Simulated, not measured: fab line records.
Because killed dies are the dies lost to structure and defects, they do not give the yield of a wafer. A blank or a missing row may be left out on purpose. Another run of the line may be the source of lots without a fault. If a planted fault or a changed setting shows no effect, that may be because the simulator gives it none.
fab line records	flow nand_harc
record: lots: 5	wafers: 15	last_day: 28
route steps=1159 shown A_M0@996 END@1159
lots untouched by any fault: they come from a run of this same line in which no faults occurred
start_h: hours from the record's first day to the start of the lot's first wafer shown	wait_h: how many hours have passed since the lot's step before this one	" repeats the value in the row above	L1.1+2: a single row standing in for several wafers	- no value, or no start was given	* or withheld: withheld	< > ~ a bound
route shown NAME@n: NAME is a module with steps in the file, n the number in the route of the first one	usual: mean and standard deviation over wafers with no fault	same: alike in all rows	chamber/n: place in a boat	sites: the reading at each site	_std_site: how widely they spread, as a standard deviation	_edge_site: outer sites' mean less inner sites'	radius_mm: for every site, how far away it sits from the centre of the wafer	mask NAME#n: copy n	behind: the last tool/chamber to shape the wafer	hold: reason for holding the lot/hours on hold/outcome of the hold	device: names the non-switching transistor (n, p or np)	end of line: the same wafers' tests at the end of the route	step lacking rows: just its recipe	killed: dies lost to structure and defects at the first sort, not the wafer's yield	map: a wafer's dies, x killed, . not, _ none there
set.NAME: the setting the step ran with; set.NAME@STEP: the setting that earlier step ran with	model.NAME: the simulator's own value behind a step, which no gauge read
lots seen at some steps along the route; tables by step, rows by wafer
services: a tool's chamber out of use, with start hour (start_h, from the record's first day; less than 0 if before it), hours out, and reason
== steps ==
step: NHARC_A_M0_HMDS_02
recipe: time_s: 30
step: NHARC_A_M0_COAT_33
recipe: temp_c: 200	time_s: 65
step: NHARC_A_M0_COAT_03
recipe: spin_rpm: 1500	resist_thk_nm: 90
step: NHARC_A_M0_SOFTBAKE_04
recipe: temp_c: 105	time_s: 55
step: NHARC_A_M0_EBR_05
step: NHARC_A_M0_EXPOSE_06
recipe: na: 1.35	target_cd_nm: 80	dose_mj: 83.25	mask_id: A_M0
step: NHARC_A_M0_PEB_07
recipe: peb_temp_c: 100	peb_time_s: 65
step: NHARC_A_M0_DEVELOP_08
recipe: develop_time_s: 35	dev_temp_c: 23
step: NHARC_A_M0_CD_MEAS_09
recipe: target_cd_nm: 80	landing_energy_ev: 500
usual: cd_nm: 79.7/0.72
lot.wafer	tool	chamber	start_h	wait_h	cd_nm
L541.2	cd_sem-01	0	536.00	-	79.3
L541.3	"	0	"	"	78.9
L541.4	"	0	"	"	79.5
L543.3	cd_sem-01	0	536.38	-	80.0
L543.4	"	0	"	"	79.1
L543.5	"	0	"	"	79.0
L558.1	cd_sem-03	0	581.35	-	79.5
L558.2	"	0	"	"	79.1
L558.3	"	0	"	"	79.2
L561.2	cd_sem-01	0	587.53	-	80.1
L561.4	"	0	"	"	80.8
L561.5	"	0	"	"	80.9
L564.3	cd_sem-02	0	612.41	-	78.5
L564.4	"	0	"	"	79.1
L564.5	"	0	"	"	79.4
step: NHARC_A_M0_OVL_MEAS_10
recipe: pitch_nm: 160
usual: overlay_x_nm: -0.1/0.7	overlay_y_nm: 0.2/0.68
lot.wafer	tool	chamber	start_h	wait_h	overlay_x_nm	overlay_y_nm
L541.2	overlay-02	-	536.09	-	-1.7	0.1
L541.3	"	-	"	"	-1.4	0.3
L541.4	"	-	"	"	-1.7	-0.2
L543.3	overlay-02	-	536.46	-	-0.7	1.1
L543.4	"	-	"	"	-0.7	0.9
L543.5	"	-	"	"	-1.1	0.8
L558.1	overlay-02	-	581.45	-	0.4	0.3
L558.2	"	-	"	"	0.4	0.2
L558.3	"	-	"	"	0.2	0.4
L561.2	overlay-02	-	587.62	-	-1.3	0.4
L561.4	"	-	"	"	-0.6	0.0
L561.5	"	-	"	"	-0.6	0.0
L564.3	overlay-02	-	612.49	-	1.1	0.4
L564.4	"	-	"	"	-0.4	0.7
L564.5	"	-	"	"	0.5	0.3
step: NHARC_A_M0_INSPECT_11
usual: raw_defect_count: 31/14
lot.wafer	tool	chamber	start_h	wait_h	raw_defect_count
L541.2	defect_inspect-01	-	536.13	0.0	25
L541.3	"	-	"	"	35
L541.4	"	-	"	"	26
L543.3	defect_inspect-02	-	536.50	0.0	9
L543.4	"	-	"	"	11
L543.5	"	-	"	"	10
L558.1	defect_inspect-02	-	581.49	0.0	41
L558.2	"	-	"	"	30
L558.3	"	-	"	"	25
L561.2	defect_inspect-01	-	587.67	0.1	25
L561.4	"	-	"	"	38
L561.5	"	-	"	"	30
L564.3	defect_inspect-02	-	612.53	0.0	20
L564.4	"	-	"	"	21
L564.5	"	-	"	"	12
step: NHARC_A_M0_DESCUM_14
recipe: time_s: 3	o2_flow_sccm: 200	ar_flow_sccm: 0	bias_power_w: 0	chemistry: O2
usual: drypump_motor_current_A: 5.6/0.56	o2_flow_sccm: 200.1/0.6	oes_product_au: 0.999/0.011	rf_vpp_V: 57.9/0.85	showerhead_plenum_p_Torr: 1.92/0.074	throttle_valve_pct: 11.310/0.0094
same: time_s: 3
lot.wafer	tool	chamber	start_h	wait_h	drypump_motor_current_A	o2_flow_sccm	oes_product_au	rf_hours_counter_h	rf_vpp_V	showerhead_plenum_p_Torr	throttle_valve_pct
L541.4	rie_diel-09	0	536.19	0.1	6.2	201.1	1.017	6	57.3	1.86	11.302
L541.2	"	2	"	"	5.3	200.0	0.991	8	57.2	1.94	11.324
L541.3	"	3	"	"	5.0	199.8	1.008	8	57.2	1.87	11.318
L543.3	rie_diel-03	2	536.56	0.1	6.8	200.9	0.994	8	57.4	2.02	11.304
L543.4	"	1	"	"	6.2	200.1	1.006	8	58.1	1.84	11.321
L543.5	"	2	"	"	6.8	200.6	0.984	-	58.3	2.02	11.326
L558.1	rie_diel-03	1	581.55	0.1	6.1	200.1	1.000	1	57.8	1.83	11.303
L558.3	"	3	"	"	5.1	200.9	0.999	1	57.0	1.81	11.307
L558.2	"	0	"	"	4.7	199.7	1.011	1	60.5	2.03	11.310
L561.4	rie_diel-09	2	587.73	0.1	5.3	200.2	0.988	12	58.1	1.94	11.298
L561.2	"	1	"	"	6.3	199.8	0.990	12	57.5	2.02	11.322
L561.5	"	2	"	"	5.3	199.9	0.975	-	57.9	1.94	11.317
L564.4	rie_diel-08	3	612.59	0.1	5.8	200.7	1.008	11	57.9	1.87	11.308
L564.3	"	2	"	"	5.9	199.8	0.992	10	56.8	1.85	11.309
L564.5	"	3	"	"	5.8	200.4	1.013	-	56.7	1.87	11.309
step: NHARC_A_M0_ETCH_34
recipe: target_depth_a: 400	overetch_a: 120	time_s: 43.94	ion_energy_ev: 200	n2_flow_sccm: 150	h2_flow_sccm: 150	ar_flow_sccm: 0	rf_w: 400	bias_w: 150	chemistry: N2/H2
usual: drypump_motor_current_A: 5.6/0.57	oes_product_au: 1.000/0.0097	rf_fwd_power_W: 395.4/1.5	rf_vpp_V: 430.6/2.4	run_length_s: 65.2/0.39	showerhead_plenum_p_Torr: 2.04/0.083	throttle_valve_pct: 14.172/0.0085
lot.wafer	tool	chamber	start_h	wait_h	drypump_motor_current_A	oes_product_au	rf_fwd_power_W	rf_hours_counter_h	rf_vpp_V	run_length_s	showerhead_plenum_p_Torr	throttle_valve_pct
L541.2	rie_diel-09	2	536.27	0.1	5.3	0.990	394.6	8	431.7	65.8	2.07	14.173
L541.3	"	3	"	"	5.1	1.006	396.9	8	430.2	64.8	1.99	14.175
L541.4	"	0	"	"	6.2	1.012	397.5	6	427.6	65.1	1.98	14.176
L543.3	rie_diel-03	0	536.65	0.1	4.7	1.000	396.1	8	434.5	65.3	2.17	14.165
L543.4	"	2	"	"	6.8	0.993	391.7	8	432.1	65.3	2.16	14.194
L543.5	"	0	"	"	4.7	1.004	396.1	-	435.0	66.0	2.17	14.182
L558.1	rie_diel-03	1	581.65	0.1	6.1	0.993	-	1	428.4	52.1	1.95	14.175
L558.3	"	3	"	"	5.1	1.001	394.6	1	428.1	65.1	1.93	14.164
L558.2	"	0	"	"	4.7	1.005	395.2	1	435.0	65.4	2.16	14.180
L561.4	rie_diel-09	1	587.81	0.1	6.3	0.992	395.2	12	432.9	64.8	2.16	14.186
L561.2	"	3	"	"	5.0	1.015	396.1	12	429.4	64.4	1.99	14.177
L561.5	"	1	"	"	6.3	0.981	395.3	-	435.1	64.9	2.16	14.178
L564.4	rie_diel-08	1	612.67	0.1	5.3	1.012	395.5	11	432.0	65.4	2.15	14.170
L564.3	"	0	"	"	5.5	1.009	397.9	11	432.3	65.3	2.07	14.172
L564.5	"	1	"	"	5.3	1.011	394.6	-	433.2	65.1	2.15	14.167
step: NHARC_A_M0_ETCH_15
recipe: target_depth_a: 1500	overetch_a: 150	time_s: 82.5	c4f8_flow_sccm: withheld	ar_flow_sccm: 400	rf_w: 600	bias_w: 300	chemistry: C4F8/Ar
usual: oes_product_au: 0.957/0.018	rf_fwd_power_W: 595.7/2.1	rf_vpp_V: 441.1/2.4	run_length_s: 103.8/0.42
same: time_s: 82.5
lot.wafer	tool	chamber	start_h	wait_h	oes_product_au	rf_fwd_power_W	rf_hours_counter_h	rf_vpp_V	run_length_s
L541.4	rie_diel-09	0	-	-	0.963	595.2	6	440.5	103.9
L541.3	"	2	"	"	0.959	596.3	8	441.4	104.4
L541.2	"	3	"	"	0.990	597.7	8	440.8	103.0
L543.4	rie_diel-03	0	-	-	0.970	593.0	8	444.4	103.7
L543.3	"	3	"	"	0.963	592.2	8	438.3	103.6
L543.5	"	1	"	"	0.982	595.9	-	437.4	103.3
L558.2	rie_diel-03	0	-	-	0.961	593.3	1	442.4	104.0
L558.1	"	1	"	"	0.950	596.0	1	438.5	103.7
L558.3	"	3	"	"	0.957	597.1	1	438.0	103.4
L561.2	rie_diel-09	1	-	-	0.925	591.6	12	445.2	103.6
L561.4	"	2	"	"	0.915	596.2	12	442.5	104.8
L561.5	"	1	"	"	0.922	592.6	-	444.1	103.6
L564.3	rie_diel-08	2	-	-	0.957	594.3	10	439.5	103.9
L564.4	"	1	"	"	0.959	596.3	11	444.8	103.9
L564.5	"	2	"	"	0.959	593.6	-	438.4	103.6
step: NHARC_END_SORT_01
recipe: temp_c: 25
usual: defect_limited_yield: 95.1/1.7	killed_at_array: 29/11	killed_at_other: 0.5/0.85	killed_at_periphery: 3.0/2.3	killed_dies: 33/12	killed_open: 3.3/1.9	killed_short: 2.0/1.5	sort_bin_2_pct: 1.5/0.66	sort_bin_3_pct: 0.25/0.21	sort_bin_4_pct: 3.1/1.2	sort_n_pass: 644/12	sort_rim_yield_pct: 96.7/2	sort_yield_pct: 95.1/1.7
same: gross_dies: 677	sort_bin_5_pct[%]: 0	sort_bin_6_pct[%]: 0	sort_bin_7_pct[%]: 0	sort_bin_8_pct[%]: 0	sort_rim_n_gross: 106.00
lot.wafer	tool	chamber	start_h	wait_h	defect_limited_yield[%]	killed_at_array	killed_at_other	killed_at_periphery	killed_dies	killed_open	killed_short	sort_bin_2_pct[%]	sort_bin_3_pct[%]	sort_bin_4_pct[%]	sort_n_pass	sort_rim_yield_pct[%]	sort_yield_pct[%]
L541.2	prober-01	0	573.00	2.8	95.7	27	0	2	29	5	1	1.6	0	2.7	648	99.1	95.7
L541.3	prober-01	0	573.80	3.1	94.8	33	1	1	35	5	6	1.3	0.30	3.5	642	96.2	94.8
L541.4	prober-01	0	574.59	3.4	95.3	31	1	0	32	1	3	1.2	0.15	3.4	645	97.2	95.3
L543.3	prober-02	0	585.68	3.1	97.9	13	0	1	14	1	4	0.6	0.15	1.3	663	98.1	97.9
L543.4	prober-02	0	586.47	3.4	97.9	11	0	3	14	1	3	0.9	0	1.2	663	100.0	97.9
L543.5	prober-02	0	587.26	3.7	98.5	9	0	1	10	1	1	0.4	0	1.0	667	96.2	98.5
L558.1	prober-01	0	634.40	2.5	93.1	41	0	6	47	5	3	2.4	0.59	4.0	630	97.2	93.1
L558.2	prober-01	0	635.19	2.8	94.5	33	0	4	37	1	3	1.8	0.15	3.5	640	96.2	94.5
L558.3	prober-01	0	635.98	3.1	94.7	27	0	9	36	4	5	1.2	0.15	4.0	641	96.2	94.7
L561.2	prober-02	0	647.31	2.8	95.7	25	0	4	29	3	1	0.7	0.15	3.4	648	98.1	95.7
L561.4	prober-02	0	648.90	3.4	94.8	31	1	3	35	3	1	1.3	0.44	3.4	642	99.1	94.8
L561.5	prober-02	0	649.69	3.7	95.6	26	0	4	30	3	3	1.0	0	3.4	647	94.3	95.6
L564.3	prober-02	0	663.66	3.1	97.0	18	0	2	20	4	1	1.2	0.30	1.5	657	98.1	97.0
L564.4	prober-02	0	664.45	3.4	96.9	20	0	1	21	2	0	0.6	0.30	2.2	656	97.2	96.9
L564.5	prober-02	0	665.24	3.7	97.2	16	0	3	19	7	1	0.9	0	1.9	658	99.1	97.2
killed by level:class
L541.2 A_SLIT:chamber_film_flake=12 A_CONTACT:chamber_film_flake=4 A_ZERO_WELL:chamber_film_flake=3 A_ONON_D1:geometric_particle:open=2 A_CHANNEL_HOLE_D1:chamber_film_flake=2 P_CONTACT:geometric_particle:short=1 P_M1:geometric_particle:open=1 A_CONTACT:geometric_particle:open=1
L541.3 A_SLIT:chamber_film_flake=16 A_CONTACT:geometric_particle:open=3 A_CONTACT:chamber_film_flake=3 A_WL_FILL:geometric_particle:short=2 A_ZERO_WELL:chamber_film_flake=2 A_CHANNEL_HOLE_D1:chamber_film_flake=2 A_ONON_D1:geometric_particle:short=1 A_CHANNEL_HOLE_D1:geometric_particle:open=1
L541.4 A_SLIT:chamber_film_flake=10 A_CONTACT:chamber_film_flake=7 A_CHANNEL_HOLE_D1:chamber_film_flake=4 A_WL_FILL:chamber_film_flake=4 A_ONON_D1:geometric_particle:short=2 A_STAIRCASE:chamber_film_flake=2 A_CHANNEL_FILL_D1:geometric_particle:short=1 A_CONTACT:geometric_particle:open=1
L543.3 A_CONTACT:chamber_film_flake=6 A_CHANNEL_HOLE_D1:chamber_film_flake=2 A_CHANNEL_HOLE_D1:geometric_particle:open=1 A_CHANNEL_FILL_D1:geometric_particle:short=1 A_SLIT:geometric_particle:short=1 A_WL_FILL:geometric_particle:short=1 A_CONTACT:geometric_particle:short=1 P_GATE:chamber_film_flake=1
L543.4 A_CONTACT:chamber_film_flake=5 A_CHANNEL_HOLE_D1:chamber_film_flake=3 P_STI:geometric_particle:short=1 P_GATE:geometric_particle:short=1 A_CHANNEL_FILL_D1:geometric_particle:short=1 A_WL_FILL:geometric_particle:open=1 P_STI:chamber_film_flake=1 A_STAIRCASE:chamber_film_flake=1
L543.5 A_CONTACT:chamber_film_flake=4 A_CHANNEL_HOLE_D1:chamber_film_flake=3 P_CONTACT:geometric_particle:open=1 A_M0:geometric_particle:short=1 A_STAIRCASE:chamber_film_flake=1
L558.1 A_SLIT:chamber_film_flake=16 A_CHANNEL_HOLE_D1:chamber_film_flake=8 A_STAIRCASE:chamber_film_flake=7 P_CONTACT:chamber_film_flake=4 A_M0:geometric_particle:open=2 A_M0:chamber_film_flake=2 P_STI:geometric_particle:open=1 P_M0:geometric_particle:short=1
L558.2 A_SLIT:chamber_film_flake=15 A_CHANNEL_HOLE_D1:chamber_film_flake=5 A_STAIRCASE:chamber_film_flake=5 P_CONTACT:chamber_film_flake=4 A_CHANNEL_FILL_D1:chamber_film_flake=2 A_CONTACT:chamber_film_flake=2 A_ONON_D1:geometric_particle:short=1 A_CONTACT:geometric_particle:open=1
L558.3 A_SLIT:chamber_film_flake=10 A_CHANNEL_HOLE_D1:chamber_film_flake=4 P_STI:chamber_film_flake=3 P_CONTACT:chamber_film_flake=3 A_CONTACT:chamber_film_flake=3 P_GATE:geometric_particle:short=2 A_STAIRCASE:chamber_film_flake=2 P_M0:geometric_particle:open=1
L561.2 A_CHANNEL_HOLE_D1:chamber_film_flake=8 A_STAIRCASE:chamber_film_flake=6 A_BLC:chamber_film_flake=6 P_M2:chamber_film_flake=2 P_CONTACT:geometric_particle:open=1 P_M0:geometric_particle:open=1 A_SGD_CUT:geometric_particle:open=1 A_M0:geometric_particle:short=1
L561.4 A_STAIRCASE:chamber_film_flake=12 A_CHANNEL_HOLE_D1:chamber_film_flake=9 A_BLC:chamber_film_flake=4 A_SOURCE_PLATE:geometric_particle:short=1 A_CONTACT:geometric_particle:open=1 A_BLC:geometric_particle:open=1 P_GATE:chamber_film_flake=1 P_M0:chamber_film_flake=1
L561.5 A_STAIRCASE:chamber_film_flake=7 A_CHANNEL_HOLE_D1:chamber_film_flake=6 A_BLC:chamber_film_flake=5 A_CONTACT:chamber_film_flake=2 A_ZERO_WELL:chamber_film_flake=2 P_CONTACT:geometric_particle:short=1 P_CONTACT:geometric_particle:open=1 P_M0:geometric_particle:open=1
L564.3 A_CHANNEL_HOLE_D1:chamber_film_flake=8 P_M0:geometric_particle:open=2 A_CONTACT:chamber_film_flake=2 A_BLC:geometric_particle:open=2 A_CHANNEL_FILL_D1:chamber_film_flake=2 A_ONON_D1:geometric_particle:short=1 A_ZERO_WELL:chamber_film_flake=1 A_STAIRCASE:chamber_film_flake=1
L564.4 A_CHANNEL_HOLE_D1:chamber_film_flake=8 A_STAIRCASE:chamber_film_flake=4 A_CONTACT:chamber_film_flake=4 A_ONON_D1:geometric_particle:open=1 A_BLC:geometric_particle:open=1 P_ZERO_WELL:chamber_film_flake=1 A_ZERO_WELL:chamber_film_flake=1 A_SLIT:chamber_film_flake=1
L564.5 A_CONTACT:chamber_film_flake=5 A_WL_FILL:geometric_particle:open=2 A_CHANNEL_HOLE_D1:chamber_film_flake=2 P_M0:geometric_particle:open=1 P_M2:geometric_particle:open=1 A_CONTACT:geometric_particle:open=1 A_CONTACT:geometric_particle:short=1 A_BLC:geometric_particle:open=1
== services ==
tool	chamber	start_h	hours	kind
rie_diel-09	0	513.60	-	clean
rie_diel-09	1	513.60	-	clean
rie_diel-09	2	513.60	-	clean
rie_diel-09	3	513.60	-	clean
rie_diel-03	0	523.80	-	clean
rie_diel-03	1	523.80	-	clean
rie_diel-03	2	523.80	-	clean
rie_diel-03	3	523.80	-	clean
rie_diel-09	0	538.10	-	clean
rie_diel-09	1	538.10	-	clean
rie_diel-09	2	538.10	-	clean
rie_diel-09	3	538.10	-	clean
rie_diel-03	0	548.30	-	clean
rie_diel-03	1	548.30	-	clean
rie_diel-03	2	548.30	-	clean
rie_diel-03	3	548.30	-	clean
rie_diel-09	0	562.60	-	clean
rie_diel-09	1	562.60	-	clean
rie_diel-09	0	568.67	15.3	repair
rie_diel-03	-	569.30	9.0	pm
rie_diel-08	2	584.09	5.0	repair
rie_diel-03	2	589.53	3.5	repair
rie_diel-03	1	590.05	3.5	repair
rie_diel-09	-	604.10	76.0	repair
== key ==
first_sign: step: NHARC_A_M0_ETCH_34	reading: run_length_s	direction: down	sigmas: 33	usual: *	struck: *
effect none on later readings
met_at NHARC_A_M0_ETCH_34
struck_wafers L558.1
onset_between 536.65 581.65
fault: kind: process_parameter_drift	tool: rie_diel-03	chamber: -	onset_h: 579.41	steps: NHARC_A_M0_ETCH_34	channel: time_s	offset: *	shape: step	end_h: 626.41	scope: struck_wafers_only	acts_in: *	stated: *
